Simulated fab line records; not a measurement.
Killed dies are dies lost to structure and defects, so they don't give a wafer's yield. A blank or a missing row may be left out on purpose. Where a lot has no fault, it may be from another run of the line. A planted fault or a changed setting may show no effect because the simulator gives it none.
Matching of chambers ; flow nand-harc ; NHARC_P_CONTACT_CMP_24 on cmp-01: 4 sister chambers
The step polishes, t overpolish 30 s, target thk 200 nm. 8 wafers are shown with their chamber, then 10 later ones without.

## WAFERS PAIRED WITH THEIR CHAMBERS
wafer;chamber;motor-current-A (A);time-to-endpoint-s (s)
L079.5;0;12.1;44.0
L081.2;0;12.1;42.4
L081.5;1;13.5;42.2
L084.1;3;10.2;40.4
L084.4;2;10.9;44.3
L084.5;3;11.1;39.5
L089.1;2;11.6;43.2
L089.3;1;13.2;43.1

## WAFERS WITHOUT THEIR CHAMBER
wafer;motor-current-A (A);time-to-endpoint-s (s)
L089.4;12.2;39.6
L091.1;12.3;41.0
L091.3;10.7;38.2
L091.4;13.0;41.0
L094.2;11.9;38.9
L094.5;10.6;37.2
L094.6;11.2;40.3
L096.1;13.5;37.7
L096.5;11.0;38.9
L096.6;10.4;36.9

## WHICH CHAMBER EACH WENT THROUGH
wafer;from the rows above;in truth
L089.4;can't be placed: 3 or 0 or 1 or 2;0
L091.1;can't be placed: 0 or 1 or 3 or 2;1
L091.3;3;3
L091.4;can't be placed: 1 or 0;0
L094.2;3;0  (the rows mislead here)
L094.5;3;3
L094.6;3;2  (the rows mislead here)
L096.1;can't be placed: 1 or 3 or 0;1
L096.5;3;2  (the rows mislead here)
L096.6;3;3
Placed correctly: 3 of 10. Cannot be placed on the basis of these rows: 4; the candidates contain the true chamber in 4. 3 placed wrongly.
How it was worked out, from the rows above alone: a wafer's distance from a chamber is the root of the sum, over the readings, of the square of ((its reading less the chamber's mean) divided by the reading's scatter). The wafer belongs to the nearest chamber; if the next one is less than 2 further off, it can't be placed. A chamber's mean is the mean of its shown wafers. The scatter is the square root of a quotient: the sum, over the shown wafers, of each reading's squared deviation from its chamber's mean, divided by wafers minus chambers.
